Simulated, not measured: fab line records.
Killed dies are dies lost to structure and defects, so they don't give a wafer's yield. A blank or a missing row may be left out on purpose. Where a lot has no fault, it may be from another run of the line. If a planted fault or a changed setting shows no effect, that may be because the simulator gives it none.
Which tool did it?	flow n5Finfet	11 lots, 33 wafers sampled, at 3 steps of a route of 1938

== WHAT THE GAUGES READ, wafer by wafer ==
N5_PASSIVATION_CD_MEAS_44: the cd target is 40000 nm.
lot	measured	on	cdNm (nm)
L112	day 13 01:37	cdSem-02	39991 39991 39999
L113	day 13 01:20	cdSem-02	39993 39992 39997
L114	day 13 06:11	cdSem-02	40012 40005 39998
L115	day 13 15:37	cdSem-03	39988 39995 39998
L116	day 14 05:05	cdSem-02	40005 39999 39998
L119	day 14 07:31	cdSem-02	39994 39996 39996
L121	day 14 18:04	cdSem-01	40006 39999 40005
L123	day 15 14:45	cdSem-01	40000 40002 39996
L129	day 17 01:47	cdSem-03	39991 39991 39996
L131	day 17 23:29	cdSem-02	40002 40001 40003
L133	day 17 16:14	cdSem-03	39999 39996 40006

== WHAT TOOL EACH LOT RAN ON (gives the tool, then ch and the chambers of the sampled wafers, and finally the start) ==
lot	N5_SDB_STRIP_22	N5_PASSIVATION_ETCH_15
L112	plasmaAsher-01 ch 0,1, day 4 02:26	rieDiel-02 ch 0,1,3, day 13 01:37 or earlier
L113	plasmaAsher-02 ch 0,1, day 4 08:51	rieDiel-06 ch 2,3, day 13 01:20 or earlier
L114	plasmaAsher-01 ch 0,1, day 4 12:36	rieDiel-06 ch 2,3, day 13 06:11 or earlier
L115	plasmaAsher-02 ch 0,1, day 4 20:14	rieDiel-02 ch 0,1,3, day 13 15:37 or earlier
L116	plasmaAsher-02 ch 0,1, day 5 01:45	rieDiel-05 ch 0,1,2, day 14 05:05 or earlier
L119	plasmaAsher-02 ch 0,1, day 5 18:29	rieDiel-02 ch 0,1, day 14 07:31 or earlier
L121	plasmaAsher-01 ch 0,1, day 6 05:32	rieDiel-06 ch 1,2,3, day 14 18:04 or earlier
L123	plasmaAsher-02 ch 0,1, day 6 23:52	rieDiel-02 ch 2,3, day 15 14:45 or earlier
L129	plasmaAsher-01 ch 0,1, day 8 04:17	rieDiel-05 ch 1,2,3, day 17 01:47 or earlier
L131	plasmaAsher-01 ch 1, day 8 19:04	rieDiel-02 ch 0,2,3, day 17 23:29 or earlier
L133	plasmaAsher-01 ch 0,1, day 9 07:26	rieDiel-02 ch 0,1, day 17 16:14 or earlier
- N5_SDB_STRIP_22: strips in N2/H2.
- N5_PASSIVATION_ETCH_15: etches SiCN in CF4/N2, target depth 75 nm, time 81.2 s.

== THE ANSWER, worked out from the rows above alone ==
Rule: the usual values come from the lots themselves. Put in order of their means at a reading, lots are off if they are a third of the lots or fewer, leave a main group of 4 or more, and stand apart from it by a gap of 3 or more times the standard deviation of the main group's means; of several such gaps the widest counts. A main group whose means are all the same, to the digits that the tables above print for the reading, isn't used. A lot without any number at a reading at which 4 lots or more have one is off too. The other lots that the step has rows for count as sound.
No lot is off on any of the readings shown, so nothing can be concluded from this.

== WHAT HAD BEEN PUT IN BY THE SIMULATOR ==
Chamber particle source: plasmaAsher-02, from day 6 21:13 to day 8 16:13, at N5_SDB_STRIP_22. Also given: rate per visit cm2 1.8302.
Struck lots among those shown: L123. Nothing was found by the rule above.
